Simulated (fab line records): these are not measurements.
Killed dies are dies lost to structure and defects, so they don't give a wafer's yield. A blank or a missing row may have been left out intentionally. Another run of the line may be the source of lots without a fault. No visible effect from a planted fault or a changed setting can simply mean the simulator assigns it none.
What tool caused it? ; flow n5_finfet ; 10 lots, 30 wafers sampled, at 1 step of a route of 1938

== WHAT THE GAUGES SHOWED, per wafer ==
N5_BEOL_M9_INSPECT_58: inspects for defects (darkfield).
lot;measured;on;raw_defect_count
L510;day 12 09:12;defect_inspect-01;87 56 95
L511;day 12 21:53;defect_inspect-01;57 64 41
L517;day 13 17:14;defect_inspect-01;98 83 69
L519;day 14 01:04;defect_inspect-02;55 71 91
L520;day 14 18:37;defect_inspect-01;58 55 83
L522;day 15 05:33;defect_inspect-01;60 89 75
L528;day 16 13:52;defect_inspect-01;52 31 54
L526;day 16 23:00;defect_inspect-01;44 49 89
L531;day 17 16:58;defect_inspect-02;50 69 62
L532;day 18 08:27;defect_inspect-01;46 41 57

== EACH LOT AND THE TOOL THAT RAN IT (in order: tool; ch and the chambers of the sampled wafers; start) ==
There is no process step in the record ahead of these readings.

== AS READ BY THE TOOLS THEMSELVES (means over the sampled wafers that have a number; for cases with no such wafer, the mark the record gives instead) ==
The record holds no such reading with a usual standard deviation.

== THE ANSWER, worked out from the rows above alone ==
Rule: the usual values come from the lots themselves. The widest of any qualifying gaps counts: lots, ordered by their means at a reading, are off when they make up no more than a third of the lots, leave a main group of 4 or more, and stand apart from it by 3 or more times the standard deviation of that group's means. A main group whose means are all the same, to the digits that the tables above print for the reading, isn't used. A lot without any number at a reading at which 4 lots or more have one is off too. The other lots that the step has rows for count as sound. After the gauges, taken in route order, come the tools' own readings; for these a lot's mean is taken, as printed above. The first step at which some lot is off is used, and at that step the reading that is off furthest; a lot without a number counts as furthest.
None of the lots is off at any reading shown; this tells nothing.

== WHAT THE SIMULATOR HAD INSERTED ==
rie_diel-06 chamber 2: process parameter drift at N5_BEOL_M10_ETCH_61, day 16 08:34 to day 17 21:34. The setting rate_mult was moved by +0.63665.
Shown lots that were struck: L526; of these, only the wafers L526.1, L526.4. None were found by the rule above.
